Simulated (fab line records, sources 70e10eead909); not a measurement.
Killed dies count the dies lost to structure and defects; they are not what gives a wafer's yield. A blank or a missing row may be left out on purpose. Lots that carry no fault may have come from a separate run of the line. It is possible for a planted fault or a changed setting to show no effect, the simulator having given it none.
fab line records    flow nand-harc
record: lots: 10  wafers: 30  last-day: 32
route steps=1302 shown A_CHANNEL_HOLE_D2@583 END@1302
lots that met no fault: from a run of the same line without faults
start-h: hours from the record's first day to the start of the lot's first wafer shown    wait-h: how many hours have passed since the lot's step before this one    " repeats the value in the row above    L1.1+2: one row covering several wafers at once    - value missing, or start not given    * or withheld: withheld    < > ~ a bound
route shown NAME@n: names a module that has steps shown in the file, with the first one's number in the route    usual: average and standard deviation across the fault-free wafers    same: alike in all rows    chamber/n: place in a boat    sites: readings site by site    _std_site: the values' standard deviation    _edge_site: the outer-site mean with the inner-site mean subtracted    radius-mm: how far each site lies from the wafer's centre    mask NAME#n: copy n    behind: the tool/chamber that last shaped the wafer    hold: why the lot went on hold/how many hours it stayed there/how the hold came to an end    device: the n, p or np transistor that did not switch    end of line: the same wafers' tests at the end of the route    a step without rows: its recipe alone    killed: the dies lost at the first sort to structure and to defects; this is not the yield of the wafer    map: the dies of a wafer, with x for killed, . for not killed, _ for no die there
set.NAME: the setting as run; set.NAME@STEP: as run at that earlier step    model.NAME: the simulator's own value behind a step, which no gauge read
the route's steps for a sample of lots (tables are steps, rows are wafers)
services: the hour from which a tool's chamber was out of use, counted from the record's first day as start-h (under 0 if before that day), plus the number of hours and why
== steps ==
step: NHARC_A_CHANNEL_HOLE_D2_OVL_MEAS_11
usual: overlay-x-nm: -0.1/0.77  overlay-y-nm: 0.1/0.7
lot.wafer  tool        chamber  start-h  wait-h  overlay-x-nm  overlay-y-nm
L211.2     overlay-01  -        360.50   -       1.8           1.0
L211.3     "           -        "        "       0.9           1.1
L211.4     "           -        "        "       1.1           0.8
L212.1     overlay-01  -        365.21   -       0.3           -0.1
L212.2     "           -        "        "       0.9           -0.3
L212.6     "           -        "        "       0.4           -0.5
L213.1     overlay-01  -        374.23   -       0.4           -0.6
L213.2     "           -        "        "       -0.1          -0.2
L213.4     "           -        "        "       0.5           0.3
L214.1     overlay-01  -        374.38   -       0.0           -0.1
L214.3     "           -        "        "       0.0           0.6
L214.6     "           -        "        "       -0.3          -0.4
L217.2     overlay-02  -        408.98   -       -0.5          -0.8
L217.4     "           -        "        "       -0.9          -0.8
L217.5     "           -        "        "       -0.2          -0.3
L221.3     overlay-01  -        436.58   -       -0.3          0.4
L221.5     "           -        "        "       0.2           0.2
L221.6     "           -        "        "       -0.1          0.5
L223.4     overlay-01  -        459.23   -       -0.3          1.2
L223.5     "           -        "        "       -0.8          1.2
L223.6     "           -        "        "       -0.4          0.9
L222.2     overlay-01  -        459.68   -       0.0           0.2
L222.3     "           -        "        "       -0.3          0.4
L222.4     "           -        "        "       0.1           0.2
L224.2     overlay-01  -        481.86   -       -0.6          -0.5
L224.4     "           -        "        "       -0.4          -0.3
L224.5     "           -        "        "       -0.6          0.1
L225.1     overlay-02  -        483.60   -       -0.8          0.7
L225.2     "           -        "        "       -0.9          0.3
L225.4     "           -        "        "       -0.3          0.0
step: NHARC_A_CHANNEL_HOLE_D2_ETCH_19
recipe: bias-v: 1200  source-w: 2500  pressure-mtorr: 15  time-s: 34.5  ar-flow-sccm: 375  c4f8-flow-sccm: 28.8  o2-flow-sccm: 96.2  temp-c: -20  target-depth-a: *  chemistry: C4F8/O2/Ar
usual: bias-v: 1199/12  c4f8-flow-sccm: 28.80/0.091  drypump-motor-current-A: 6.38/0.21  showerhead-plenum-p-Torr: 3.73/0.18  throttle-valve-pct: 37.037/0.0088
same: time-s: 34.5
lot.wafer  tool         chamber  start-h  wait-h  bias-v  c4f8-flow-sccm  drypump-motor-current-A  rf-hours-counter-h  showerhead-plenum-p-Torr  throttle-valve-pct
L211.2     har-etch-01  1        366.18   4.0     1186    29.00           6.51                     213                 3.61                      37.055
L211.4     "            0        "        "       1218    28.90           6.46                     -                   3.69                      37.046
L211.3     "            1        "        "       1190    28.94           6.52                     -                   3.61                      37.048
L212.2     har-etch-01  1        370.35   3.9     1191    28.83           6.52                     217                 3.60                      37.040
L212.1     "            0        "        "       1170    28.64           6.51                     217                 3.69                      37.036
L212.6     "            0        "        "       1187    28.72           6.52                     -                   3.69                      37.033
L213.1     har-etch-02  0        378.65   3.1     1201    29.02           6.50                     4                   3.98                      37.038
L213.2     "            1        "        "       1201    28.87           6.02                     4                   3.96                      37.043
L213.4     "            1        "        "       1218    29.00           6.00                     -                   3.96                      37.020
L214.1     har-etch-01  0        378.71   3.1     1191    28.80           6.41                     225                 3.68                      37.045
L214.3     "            1        "        "       1186    28.75           6.54                     -                   3.60                      37.035
L214.6     "            0        "        "       1184    28.87           6.44                     -                   3.68                      37.037
L217.2     har-etch-02  1        410.26   0.1     1212    28.86           6.01                     23                  3.95                      37.028
L217.4     "            1        "        "       1199    28.74           5.98                     -                   3.95                      37.040
L217.5     "            1        "        "       1200    28.78           5.98                     -                   3.95                      37.030
L221.3     har-etch-02  0        440.20   2.2     1210    28.74           6.47                     -                   3.96                      37.041
L221.6     "            1        "        "       1211    28.81           6.00                     -                   3.94                      37.027
L221.5     "            0        "        "       1198    28.51           6.44                     -                   3.96                      37.032
L223.4     har-etch-01  0        466.48   5.8     1218    28.86           6.53                     -                   3.65                      37.036
L223.5     "            1        "        "       1177    28.92           6.52                     -                   3.57                      37.033
L223.6     "            0        "        "       1216    28.91           6.52                     -                   3.65                      37.049
L222.2     har-etch-02  0        469.31   8.4     1171    28.77           6.48                     58                  3.95                      37.041
L222.3     "            0        "        "       1182    28.87           6.50                     -                   3.95                      37.045
L222.4     "            1        "        "       1192    28.79           5.98                     -                   3.93                      37.035
L224.2     har-etch-01  1        486.83   3.5     1201    28.93           6.53                     282                 3.57                      37.039
L224.4     "            0        "        "       1211    28.83           6.43                     -                   3.65                      37.033
L224.5     "            0        "        "       1202    28.81           6.49                     -                   3.65                      37.049
L225.1     har-etch-02  0        486.97   2.0     1176    28.83           6.47                     65                  3.95                      37.034
L225.2     "            1        "        "       1191    28.92           5.98                     65                  3.93                      37.045
L225.4     "            1        "        "       1189    28.78           5.99                     -                   3.93                      37.042
step: NHARC_A_CHANNEL_HOLE_D2_ETCH_20
recipe: bias-v: 3000  source-w: withheld  pressure-mtorr: 20  time-s: 361.9  ar-flow-sccm: 375  c4f8-flow-sccm: 89.3  o2-flow-sccm: 35.7  temp-c: -20  target-depth-a: 16000  chemistry: C4F8/O2/Ar
usual: c4f8-flow-sccm: 89.31/0.27  chamber-pressure-mTorr: 19.999/0.02  drypump-motor-current-A: 6.38/0.21  showerhead-plenum-p-Torr: 3.68/0.18  throttle-valve-pct: 32.154/0.0087  time-s: 361.9/0
lot.wafer  tool         chamber  start-h  wait-h  c4f8-flow-sccm  chamber-pressure-mTorr  drypump-motor-current-A  rf-hours-counter-h  showerhead-plenum-p-Torr  throttle-valve-pct  time-s
L211.2     har-etch-01  1        366.33   0.1     -               -                       -                        -                   -                         -                   -
L211.4     "            0        "        "       -               -                       -                        -                   -                         -                   -
L211.3     "            1        "        "       -               -                       -                        -                   -                         -                   -
L212.2     har-etch-01  1        370.47   0.1     -               -                       -                        -                   -                         -                   -
L212.1     "            0        "        "       -               -                       -                        -                   -                         -                   -
L212.6     "            0        "        "       -               -                       -                        -                   -                         -                   -
L213.1     har-etch-02  0        378.76   0.1     -               -                       -                        -                   -                         -                   -
L213.2     "            1        "        "       -               -                       -                        -                   -                         -                   -
L213.4     "            1        "        "       -               -                       -                        -                   -                         -                   -
L214.1     har-etch-01  0        378.82   0.1     89.65           20.010                  6.46                     225                 3.64                      32.164              361.9
L214.3     "            1        "        "       88.99           20.017                  6.50                     -                   3.56                      32.156              361.9
L214.6     "            0        "        "       89.34           19.914                  6.48                     -                   3.64                      32.154              361.9
L217.2     har-etch-02  1        410.38   0.1     89.33           20.000                  5.99                     23                  3.90                      32.141              361.9
L217.4     "            1        "        "       89.79           19.987                  5.98                     -                   3.90                      32.156              361.9
L217.5     "            1        "        "       89.28           20.001                  6.00                     -                   3.90                      32.155              361.9
L221.3     har-etch-02  0        440.41   0.2     88.90           19.969                  6.50                     -                   3.91                      32.153              361.9
L221.6     "            1        "        "       88.98           20.011                  6.00                     -                   3.89                      32.153              361.9
L221.5     "            0        "        "       89.75           20.002                  6.50                     -                   3.91                      32.166              361.9
L223.4     har-etch-01  0        466.69   0.2     89.17           20.009                  6.46                     -                   3.61                      32.151              361.9
L223.5     "            1        "        "       89.11           20.008                  6.52                     -                   3.54                      32.143              361.9
L223.6     "            0        "        "       88.96           20.003                  6.43                     -                   3.61                      32.142              361.9
L222.2     har-etch-02  0        469.42   0.1     88.75           20.030                  6.50                     58                  3.90                      32.136              361.9
L222.3     "            0        "        "       89.68           20.023                  6.48                     -                   3.90                      32.171              361.9
L222.4     "            1        "        "       88.81           20.025                  5.98                     -                   3.88                      32.151              361.9
L224.2     har-etch-01  1        486.95   0.1     89.47           19.985                  6.53                     282                 3.53                      32.139              361.9
L224.4     "            0        "        "       89.51           20.000                  6.45                     -                   3.61                      32.161              361.9
L224.5     "            0        "        "       89.48           19.992                  6.47                     -                   3.61                      32.155              361.9
L225.1     har-etch-02  0        487.08   0.1     89.12           20.004                  6.46                     65                  3.90                      32.153              361.9
L225.2     "            1        "        "       89.48           20.014                  6.00                     65                  3.88                      32.153              361.9
L225.4     "            1        "        "       89.51           19.986                  6.00                     -                   3.88                      32.153              361.9
step: NHARC_A_CHANNEL_HOLE_D2_ETCH_24
recipe: bias-v: 5000  source-w: withheld  pressure-mtorr: 20  time-s: 906.2  ar-flow-sccm: 375  c4f8-flow-sccm: 93.8  o2-flow-sccm: 31.2  temp-c: -20  target-depth-a: 15000  chemistry: C4F8/O2/Ar
usual: c4f8-flow-sccm: 93.78/0.28  chamber-pressure-mTorr: 19.999/0.018  drypump-motor-current-A: 6.38/0.21  showerhead-plenum-p-Torr: 3.68/0.18  throttle-valve-pct: 32.237/0.0086
same: time-s: 906.2
lot.wafer  tool         chamber  start-h  wait-h  c4f8-flow-sccm  chamber-pressure-mTorr  drypump-motor-current-A  rf-hours-counter-h  showerhead-plenum-p-Torr  throttle-valve-pct
L211.2     har-etch-01  1        368.43   0.6     93.65           19.983                  6.53                     215                 3.56                      32.231
L211.4     "            0        "        "       93.71           19.997                  6.50                     -                   3.64                      32.253
L211.3     "            1        "        "       93.75           20.015                  6.52                     -                   3.56                      32.231
L212.2     har-etch-01  1        372.50   0.6     93.42           19.992                  6.53                     219                 3.56                      32.217
L212.1     "            0        "        "       93.54           19.986                  6.48                     219                 3.64                      32.244
L212.6     "            0        "        "       93.50           19.972                  6.48                     -                   3.64                      32.246
L213.1     har-etch-02  0        380.79   0.6     93.81           19.993                  6.51                     6                   3.92                      32.258
L213.2     "            1        "        "       93.91           20.007                  5.99                     6                   3.90                      32.242
L213.4     "            1        "        "       93.77           20.025                  6.00                     -                   3.91                      32.255
L214.1     har-etch-01  0        380.82   0.6     94.14           20.023                  6.44                     227                 3.64                      32.239
L214.3     "            1        "        "       93.47           19.972                  6.48                     -                   3.56                      32.230
L214.6     "            0        "        "       93.90           19.990                  6.49                     -                   3.63                      32.227
L217.2     har-etch-02  1        412.39   0.6     93.82           20.036                  6.01                     25                  3.89                      32.243
L217.4     "            1        "        "       93.37           20.017                  5.99                     -                   3.89                      32.240
L217.5     "            1        "        "       93.18           19.971                  6.00                     -                   3.89                      32.224
L221.3     har-etch-02  0        442.66   0.6     94.09           19.999                  6.47                     -                   3.90                      32.241
L221.6     "            1        "        "       93.84           19.972                  5.99                     -                   3.88                      32.240
L221.5     "            0        "        "       94.28           19.987                  6.47                     -                   3.90                      32.233
L223.4     har-etch-01  0        468.92   0.6     93.78           19.992                  6.44                     -                   3.61                      32.237
L223.5     "            1        "        "       93.99           19.967                  6.51                     -                   3.53                      32.244
L223.6     "            0        "        "       93.58           20.011                  6.45                     -                   3.61                      32.226
L222.2     har-etch-02  0        471.44   0.6     93.77           20.015                  6.47                     60                  3.89                      32.235
L222.3     "            0        "        "       93.44           19.995                  6.47                     -                   3.89                      32.237
L222.4     "            1        "        "       93.94           19.976                  6.00                     -                   3.87                      32.240
L224.2     har-etch-01  1        488.97   0.6     93.72           19.984                  6.54                     284                 3.53                      32.221
L224.4     "            0        "        "       93.92           20.006                  6.43                     -                   3.60                      32.237
L224.5     "            0        "        "       94.05           20.009                  6.46                     -                   3.60                      32.233
L225.1     har-etch-02  0        489.11   0.6     93.96           19.977                  6.50                     67                  3.89                      32.242
L225.2     "            1        "        "       93.61           20.011                  6.01                     67                  3.87                      32.236
L225.4     "            1        "        "       93.77           19.979                  5.99                     -                   3.87                      32.249
step: NHARC_A_CHANNEL_HOLE_D2_CD_MEAS_31
usual: cd-nm: 90.3/1.4
lot.wafer  tool       chamber  start-h  wait-h  cd-nm
L211.2     cd-sem-01  -        371.71   -       0.5
L211.3     "          -        "        "       1.5
L211.4     "          -        "        "       0.1
L212.1     cd-sem-01  -        376.19   -       0.1
L212.2     "          -        "        "       0.3
L212.6     "          -        "        "       0.1
L214.1     cd-sem-02  -        384.19   -       90.8
L214.3     "          -        "        "       89.6
L214.6     "          -        "        "       89.3
L213.1     cd-sem-01  -        384.23   0.1     1.7
L213.2     "          -        "        "       0.4
L213.4     "          -        "        "       1.4
L217.2     cd-sem-03  -        415.80   -       91.7
L217.4     "          -        "        "       90.1
L217.5     "          -        "        "       90.8
L221.3     cd-sem-01  -        445.69   -       90.3
L221.5     "          -        "        "       89.8
L221.6     "          -        "        "       90.2
L223.4     cd-sem-03  -        471.93   -       93.1
L223.5     "          -        "        "       91.0
L223.6     "          -        "        "       90.3
L222.2     cd-sem-01  -        474.81   -       89.7
L222.3     "          -        "        "       91.4
L222.4     "          -        "        "       93.2
L225.1     cd-sem-03  -        492.48   -       89.6
L225.2     "          -        "        "       91.2
L225.4     "          -        "        "       92.5
L224.2     cd-sem-01  -        492.52   -       91.1
L224.4     "          -        "        "       92.4
L224.5     "          -        "        "       91.8
step: NHARC_A_CHANNEL_HOLE_D2_XSEM_32
recipe: landing-energy-ev: 35000
usual: bot-cd-nm: 75.1/1.4  bow-nm: 8.72/0.17  tilt-deg: 0.07/0.044
lot.wafer  tool     chamber  start-h  wait-h  bot-cd-nm  bow-nm  tilt-deg
L211.2     xsem-02  0        371.80   0.1     0.7        0.31    -0.01
L211.3     "        0        "        "       2.5        0.31    0.00
L211.4     "        0        "        "       0.6        0.31    -0.01
L212.1     xsem-01  0        376.29   0.1     0.3        0.50    0.02
L212.2     "        0        "        "       0.3        0.50    0.02
L212.6     "        0        "        "       0.2        0.50    0.02
L214.1     xsem-02  0        384.28   0.1     74.7       9.01    0.07
L214.3     "        0        "        "       73.9       9.07    0.07
L214.6     "        0        "        "       74.3       8.96    0.07
L213.1     xsem-01  0        384.31   0.1     0.9        0.88    0.03
L213.2     "        0        "        "       0.0        0.87    0.03
L213.4     "        0        "        "       0.3        0.88    0.03
L217.2     xsem-02  0        415.89   0.1     76.6       8.60    0.12
L217.4     "        0        "        "       75.2       8.64    0.12
L217.5     "        0        "        "       75.2       8.63    0.12
L221.3     xsem-01  0        445.77   0.1     75.2       8.37    0.13
L221.5     "        0        "        "       75.0       8.43    0.13
L221.6     "        0        "        "       75.2       8.38    0.13
L223.4     xsem-02  0        472.02   0.1     77.5       8.85    0.08
L223.5     "        0        "        "       74.7       8.89    0.08
L223.6     "        0        "        "       74.8       8.81    0.08
L222.2     xsem-01  0        474.90   0.1     74.8       8.68    0.06
L222.3     "        0        "        "       75.7       8.68    0.06
L222.4     "        0        "        "       78.0       8.66    0.06
L225.1     xsem-02  0        492.57   0.1     74.3       8.65    0.05
L225.2     "        0        "        "       75.5       8.68    0.05
L225.4     "        0        "        "       77.0       8.76    0.05
L224.2     xsem-01  0        492.60   0.1     75.9       8.72    0.09
L224.4     "        0        "        "       77.0       8.70    0.09
L224.5     "        0        "        "       76.5       8.76    0.09
step: NHARC_END_SORT_01
recipe: temp-c: 25
usual: killed-at-array: 62/18  killed-at-other: 0.9/1.2  killed-at-periphery: 4.2/2.9  killed-dies: 67/17  killed-open: 3.6/1.9  killed-short: 2.5/1.6
same: gross-dies: 677
lot.wafer  tool       chamber  start-h  wait-h  killed-at-array  killed-at-other  killed-at-periphery  killed-dies  killed-open  killed-short
L211.2     prober-01  0        627.45   2.8     673              2                2                    677          7            5
L211.3     prober-01  0        628.25   3.1     674              2                1                    677          7            7
L211.4     prober-01  0        629.05   3.4     671              4                2                    677          5            7
L212.1     prober-02  0        637.62   2.5     675              1                1                    677          3            0
L212.2     prober-02  0        638.42   2.8     671              3                3                    677          4            7
L212.6     prober-02  0        641.63   4.0     673              0                4                    677          2            4
L213.1     prober-02  0        647.57   2.5     676              0                1                    677          4            1
L213.2     prober-02  0        648.37   2.8     676              0                1                    677          1            5
L213.4     prober-02  0        649.95   3.4     676              0                1                    677          3            2
killed by level:class
L211.2 A_CHANNEL_HOLE_D2:area-etch=605 A_SLIT:chamber-film-flake=22 A_CONTACT:chamber-film-flake=18 A_CHANNEL_HOLE_D2:chamber-film-flake=12 A_CHANNEL_HOLE_D2:geometric-particle:open=5 A_CHANNEL_HOLE_D1:chamber-film-flake=3 A_CHANNEL_HOLE_D2:geometric-particle:short=2 THIN_TSV:chamber-film-flake=2
L211.3 A_CHANNEL_HOLE_D2:area-etch=608 A_SLIT:chamber-film-flake=30 A_CONTACT:chamber-film-flake=10 A_CHANNEL_HOLE_D1:chamber-film-flake=7 A_CHANNEL_HOLE_D2:geometric-particle:open=6 A_CHANNEL_HOLE_D2:geometric-particle:short=4 A_CHANNEL_HOLE_D2:chamber-film-flake=4 A_ONON_D1:geometric-particle:short=2
L211.4 A_CHANNEL_HOLE_D2:area-etch=614 A_SLIT:chamber-film-flake=19 A_CHANNEL_HOLE_D2:chamber-film-flake=9 A_CONTACT:chamber-film-flake=9 A_CHANNEL_HOLE_D1:chamber-film-flake=6 THIN_TSV:chamber-film-flake=4 A_CHANNEL_HOLE_D2:geometric-particle:short=3 A_CHANNEL_HOLE_D2:geometric-particle:open=2
L212.1 A_CHANNEL_HOLE_D2:area-etch=617 A_CHANNEL_HOLE_D1:chamber-film-flake=32 A_CHANNEL_HOLE_D2:chamber-film-flake=16 A_CHANNEL_FILL_D1:geometric-particle:open=2 A_DECK1_JOINT:chamber-film-flake=2 A_SLIT:chamber-film-flake=2 A_ONON_D2:geometric-particle:open=1 P_ZERO_WELL:chamber-film-flake=1
L212.2 A_CHANNEL_HOLE_D2:area-etch=617 A_CHANNEL_HOLE_D1:chamber-film-flake=23 A_CHANNEL_HOLE_D2:chamber-film-flake=16 A_M0:geometric-particle:short=2 A_SLIT:chamber-film-flake=2 A_CONTACT:chamber-film-flake=2 THIN_TSV:chamber-film-flake=2 P_M1:geometric-particle:open=1
L212.6 A_CHANNEL_HOLE_D2:area-etch=622 A_CHANNEL_HOLE_D1:chamber-film-flake=28 A_CHANNEL_HOLE_D2:chamber-film-flake=16 A_DECK1_JOINT:chamber-film-flake=2 A_CONTACT:chamber-film-flake=2 P_STI:geometric-particle:short=1 P_M0:geometric-particle:short=1 P_M1:geometric-particle:open=1
L213.1 A_CHANNEL_HOLE_D2:area-etch=604 A_SLIT:chamber-film-flake=38 A_CHANNEL_HOLE_D1:chamber-film-flake=25 A_M0:geometric-particle:open=2 A_STAIRCASE:chamber-film-flake=2 A_SGD_CUT:chamber-film-flake=2 P_GATE:geometric-particle:short=1 A_CHANNEL_HOLE_D1:geometric-particle:open=1
L213.2 A_CHANNEL_HOLE_D2:area-etch=601 A_CHANNEL_HOLE_D1:chamber-film-flake=37 A_SLIT:chamber-film-flake=28 A_CHANNEL_FILL_D1:geometric-particle:short=4 A_STAIRCASE:chamber-film-flake=2 A_CHANNEL_FILL_D2:geometric-particle:short=1 A_WL_FILL:geometric-particle:open=1 P_STI:chamber-film-flake=1
L213.4 A_CHANNEL_HOLE_D2:area-etch=603 A_CHANNEL_HOLE_D1:chamber-film-flake=34 A_SLIT:chamber-film-flake=28 A_SGD_CUT:chamber-film-flake=4 A_CONTACT:chamber-film-flake=2 A_ONON_D1:geometric-particle:short=1 A_CHANNEL_HOLE_D1:geometric-particle:open=1 A_CHANNEL_FILL_D1:geometric-particle:open=1
== services ==
tool         chamber  start-h  hours  kind
xsem-01      -        350.00   14.0   pm
har-etch-02  -        357.48   17.0   pm
har-etch-02  0        357.48   17.0   vent-cycle
har-etch-02  1        357.48   17.0   vent-cycle
har-etch-02  0        374.48   -      clean
har-etch-02  0        374.48   -      consumable-replace:esc
har-etch-02  0        374.48   -      consumable-replace:focus-ring
har-etch-02  0        374.48   -      consumable-replace:showerhead
har-etch-02  1        374.48   -      clean
har-etch-02  1        374.48   -      consumable-replace:esc
har-etch-02  1        374.48   -      consumable-replace:focus-ring
== key ==
first-sign: step: NHARC_A_CHANNEL_HOLE_D2_ETCH_20  reading: tool-record  direction: missing
effect: step: NHARC_A_CHANNEL_HOLE_D2_CD_MEAS_31  reading: cd-nm  direction: down  sigmas: 65  usual: 90.3  struck: 0.7
effect: step: NHARC_A_CHANNEL_HOLE_D2_XSEM_32  reading: bot-cd-nm  direction: down  sigmas: 55  usual: 75.1  struck: 0.6
effect: step: NHARC_END_SORT_01  reading: killed-dies  direction: up  sigmas: 35  usual: 67  struck: 677
more-kills-born-at: NHARC_A_CHANNEL_HOLE_D2_ETCH_20@har-etch-01: 3683  NHARC_A_CHANNEL_HOLE_D2_ETCH_20@har-etch-02: 1808
met-at NHARC_A_CHANNEL_HOLE_D2_ETCH_20
struck-lots L211,L212,L213
later-rows-left-out L211.2,L211.3,L211.4,L212.1,L212.2,L212.6,L213.1,L213.2,L213.4
tester-left-out L211,L212,L213
not-acting-at NHARC_A_CHANNEL_HOLE_D2_OVL_MEAS_11,NHARC_A_CHANNEL_HOLE_D2_ETCH_19,NHARC_A_CHANNEL_HOLE_D2_ETCH_24
fault: kind: skipped-step-whole  tool: har-etch-01,har-etch-02  chamber: -  onset-h: 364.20  steps: NHARC_A_CHANNEL_HOLE_D2_ETCH_20  scope: struck-lots-only
tester-left-out: of these lots the tester's yield and bins aren't shown, on N5 and GAA mostly nor the transistor test; their killed dies are dies lost to structure and defects alone, not to doping, threshold or leakage, so they don't give the yield
later-rows-left-out: the simulator's readings of these wafers behind a module that went badly wrong aren't trusted and aren't shown, but for the sort
